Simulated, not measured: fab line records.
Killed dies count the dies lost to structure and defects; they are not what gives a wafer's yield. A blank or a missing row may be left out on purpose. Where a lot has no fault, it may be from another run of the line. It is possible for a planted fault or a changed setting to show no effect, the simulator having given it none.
Which tool did it? | flow nand_harc | 11 lots, 33 wafers sampled, at 4 steps of a route of 1302

## WHAT THE GAUGES READ, wafer by wafer
Not one reading of a measure or inspect step in the record can be checked against a usual standard deviation.

## TOOL THAT RAN EACH LOT (tool first, then ch and the chambers of the sampled wafers, then the start)
lot  | NHARC_A_STAIRCASE_ETCH_190                    | NHARC_A_STAIRCASE_TRIM_196         | NHARC_A_STAIRCASE_TRIM_198         | NHARC_A_STAIRCASE_TRIM_202
L696 | rie_diel-05 ch 0,1,3, day 14 14:11 or earlier | rie_diel-05 ch 0,2,3, day 14 14:11 | rie_diel-05 ch 1,2,3, day 14 14:30 | rie_diel-05 ch 1,2,3, no start
L698 | rie_diel-03 ch 0,1,3, day 15 18:56 or earlier | rie_diel-03 ch 1,2, day 15 18:56   | rie_diel-03 ch 0,1,3, day 15 19:14 | rie_diel-03 ch 0,2,3, no start
L700 | rie_diel-04 ch 0,3, day 17 01:51 or earlier   | rie_diel-03 ch 0,1,3, day 17 01:51 | rie_diel-03 ch 0,3, day 17 02:11   | rie_diel-03 ch 0,3, no start
L699 | rie_diel-04 ch 1,2,3, day 17 02:03 or earlier | rie_diel-04 ch 0,1,2, day 17 02:03 | rie_diel-04 ch 1,3, day 17 02:18   | rie_diel-04 ch 0,3, no start
L701 | rie_diel-03 ch 1,2,3, day 17 08:42 or earlier | rie_diel-04 ch 1,2,3, day 17 08:42 | rie_diel-04 ch 0,2,3, day 17 08:58 | rie_diel-04 ch 2,3, no start
L703 | rie_diel-03 ch 0,2,3, day 18 06:48 or earlier | rie_diel-03 ch 1,2,3, day 18 06:48 | rie_diel-03 ch 0,1,3, day 18 07:03 | rie_diel-03 ch 0,1,2, no start
L702 | rie_diel-05 ch 1,2,3, day 18 09:42 or earlier | rie_diel-05 ch 2,3, day 18 09:42   | rie_diel-05 ch 0,1, day 18 10:00   | rie_diel-05 ch 0,1,2, no start
L709 | rie_diel-03 ch 1,3, day 20 17:25 or earlier   | rie_diel-05 ch 1,2,3, day 20 17:25 | rie_diel-05 ch 0,2,3, day 20 17:43 | rie_diel-05 ch 0,3, no start
L712 | rie_diel-03 ch 2,3, day 21 21:45 or earlier   | rie_diel-05 ch 0,2,3, day 21 21:45 | rie_diel-05 ch 1,2,3, day 21 21:59 | rie_diel-05 ch 1,2,3, no start
L715 | rie_diel-04 ch 0,1,2, day 23 09:16 or earlier | rie_diel-04 ch 0,2,3, day 23 09:16 | rie_diel-04 ch 0,1,2, day 23 09:33 | rie_diel-04 ch 1,2, no start
L717 | rie_diel-05 ch 0,2,3, day 24 04:29 or earlier | rie_diel-03 ch 1,2,3, day 24 04:29 | rie_diel-03 ch 0,1,2, day 24 04:45 | rie_diel-03 ch 0,1,3, no start
- NHARC_A_STAIRCASE_ETCH_190: etches the open film in C4F8/O2, target depth 100 nm, time 40.5 s.
- NHARC_A_STAIRCASE_TRIM_196: chemistry O2, time 211.2 s.
- NHARC_A_STAIRCASE_TRIM_198: chemistry O2, time 211.2 s.
- NHARC_A_STAIRCASE_TRIM_202: chemistry O2, time 211.2 s.

## WHAT THE TOOLS THEMSELVES READ (means of the sampled wafers that have a number; where no wafer has one, the mark that the record gives instead)
NHARC_A_STAIRCASE_ETCH_190.
lot  | tool        | oes_product_au (a.u.) | rf_vpp_V (V)
L696 | rie_diel-05 | 0.939                 | 897
L698 | rie_diel-03 | 0.950                 | 891
L700 | rie_diel-04 | 0.931                 | 900
L699 | rie_diel-04 | 0.941                 | 891
L701 | rie_diel-03 | 0.937                 | 893
L703 | rie_diel-03 | 0.942                 | 893
L702 | rie_diel-05 | 0.937                 | 896
L709 | rie_diel-03 | 0.942                 | 901
L712 | rie_diel-03 | 0.943                 | 905
L715 | rie_diel-04 | 0.939                 | 895
L717 | rie_diel-05 | 0.943                 | 898

NHARC_A_STAIRCASE_TRIM_196.
lot  | tool        | drypump_motor_current_A (A) | oes_product_au (a.u.) | rf_vpp_V (V) | run_length_s (s) | showerhead_plenum_p_Torr (Torr) | throttle_valve_pct (%)
L696 | rie_diel-05 | 5.9                         | 1.004                 | 57.5         | 232.3            | 3.45                            | 17.037
L698 | rie_diel-03 | 5.6                         | 1.005                 | 57.9         | 232.5            | 3.49                            | 17.049
L700 | rie_diel-03 | 5.7                         | 0.998                 | 56.8         | 232.5            | 3.35                            | 17.021
L699 | rie_diel-04 | 5.8                         | 0.992                 | 56.7         | 232.4            | 3.55                            | 17.042
L701 | rie_diel-04 | 5.9                         | 1.001                 | 57.0         | 232.3            | 3.38                            | 17.033
L703 | rie_diel-03 | 5.7                         | 1.007                 | 57.8         | 232.7            | 3.46                            | 17.036
L702 | rie_diel-05 | 5.8                         | 1.002                 | 57.8         | 232.7            | 3.44                            | 17.039
L709 | rie_diel-05 | 5.6                         | 1.004                 | 57.9         | 232.6            | 3.53                            | 17.040
L712 | rie_diel-05 | 5.9                         | 1.001                 | 57.8         | 232.3            | 3.60                            | 17.036
L715 | rie_diel-04 | 5.8                         | 0.995                 | 57.4         | 232.2            | 3.46                            | 17.032
L717 | rie_diel-03 | 5.7                         | 1.005                 | 57.2         | 232.5            | 3.61                            | 17.034

NHARC_A_STAIRCASE_TRIM_198.
lot  | tool        | drypump_motor_current_A (A) | oes_product_au (a.u.) | rf_vpp_V (V) | run_length_s (s) | showerhead_plenum_p_Torr (Torr) | throttle_valve_pct (%)
L696 | rie_diel-05 | 5.6                         | 1.003                 | 58.3         | 232.6            | 3.55                            | 17.038
L698 | rie_diel-03 | 5.7                         | 0.997                 | 57.3         | 232.9            | 3.36                            | 17.037
L700 | rie_diel-03 | 5.8                         | 1.002                 | 57.6         | 232.7            | 3.32                            | 17.039
L699 | rie_diel-04 | 6.1                         | 1.006                 | 58.0         | 232.3            | 3.44                            | 17.032
L701 | rie_diel-04 | 5.9                         | 0.990                 | 56.8         | 232.3            | 3.48                            | 17.035
L703 | rie_diel-03 | 5.7                         | 1.005                 | 58.2         | 232.5            | 3.35                            | 17.044
L702 | rie_diel-05 | 6.0                         | 1.004                 | 58.4         | 232.2            | 3.73                            | 17.044
L709 | rie_diel-05 | 5.9                         | 0.995                 | 58.3         | 209.8            | 3.60                            | 17.026
L712 | rie_diel-05 | 5.5                         | 1.004                 | 57.4         | 209.6            | 3.53                            | 17.031
L715 | rie_diel-04 | 5.9                         | 0.996                 | 57.9         | 232.4            | 3.52                            | 17.034
L717 | rie_diel-03 | 5.4                         | 1.002                 | 57.8         | 232.7            | 3.48                            | 17.033

NHARC_A_STAIRCASE_TRIM_202.
lot  | tool        | drypump_motor_current_A (A) | oes_product_au (a.u.) | rf_vpp_V (V) | run_length_s (s) | showerhead_plenum_p_Torr (Torr) | throttle_valve_pct (%)
L696 | rie_diel-05 | 5.6                         | 0.998                 | 58.0         | 232.6            | 3.55                            | 17.040
L698 | rie_diel-03 | 5.4                         | 0.998                 | 57.6         | 232.6            | 3.48                            | 17.037
L700 | rie_diel-03 | 5.8                         | 1.002                 | 56.9         | 232.6            | 3.32                            | 17.036
L699 | rie_diel-04 | 6.0                         | 1.001                 | 58.0         | 232.6            | 3.64                            | 17.046
L701 | rie_diel-04 | 5.8                         | 0.999                 | 57.2         | 232.2            | 3.33                            | 17.033
L703 | rie_diel-03 | 5.4                         | 1.000                 | 57.4         | 232.7            | 3.50                            | 17.039
L702 | rie_diel-05 | 5.9                         | 1.004                 | 57.4         | 232.5            | 3.56                            | 17.029
L709 | rie_diel-05 | 5.6                         | 1.007                 | 58.6         | 232.0            | 3.75                            | 17.042
L712 | rie_diel-05 | 5.6                         | 1.001                 | 57.8         | 232.7            | 3.53                            | 17.032
L715 | rie_diel-04 | 5.7                         | 0.993                 | 57.8         | 232.3            | 3.37                            | 17.038
L717 | rie_diel-03 | 5.7                         | 0.998                 | 57.5         | 232.5            | 3.50                            | 17.044

## THE ANSWER, worked out from the rows above alone
Rule: usual is defined by the lots themselves. The widest of any qualifying gaps counts: lots, ordered by their means at a reading, are off when they make up no more than a third of the lots, leave a main group of 4 or more, and stand apart from it by 3 or more times the standard deviation of that group's means. Not used: any main group whose means are identical at the precision the tables above print for the reading. Also off: a lot with no number at a reading for which 4 or more lots have one. Any other lot the step has rows for is counted as sound. Order of review: gauges by route order, followed by the tools' own readings, for which a lot's mean as printed above is used. At the first step where some lot is off, the reading lying furthest off is the one used; lots without a number count as furthest.
Off, at NHARC_A_STAIRCASE_TRIM_198 on run_length_s: L709, L712. The main group: mean 232.5 s, standard deviation 0.22.
A tool fits if, at that step or a process step before it, it ran every lot that is off, and no sound lot after the first of them. NHARC_A_STAIRCASE_ETCH_190 gives no start for some lots, so the hours and the order of its lots are those of NHARC_A_STAIRCASE_TRIM_196. Undecided on this evidence; 2 tools fit (rie_diel-03 at NHARC_A_STAIRCASE_ETCH_190, rie_diel-05 at NHARC_A_STAIRCASE_TRIM_196 and NHARC_A_STAIRCASE_TRIM_198).

## WHAT THE SIMULATOR PUT IN
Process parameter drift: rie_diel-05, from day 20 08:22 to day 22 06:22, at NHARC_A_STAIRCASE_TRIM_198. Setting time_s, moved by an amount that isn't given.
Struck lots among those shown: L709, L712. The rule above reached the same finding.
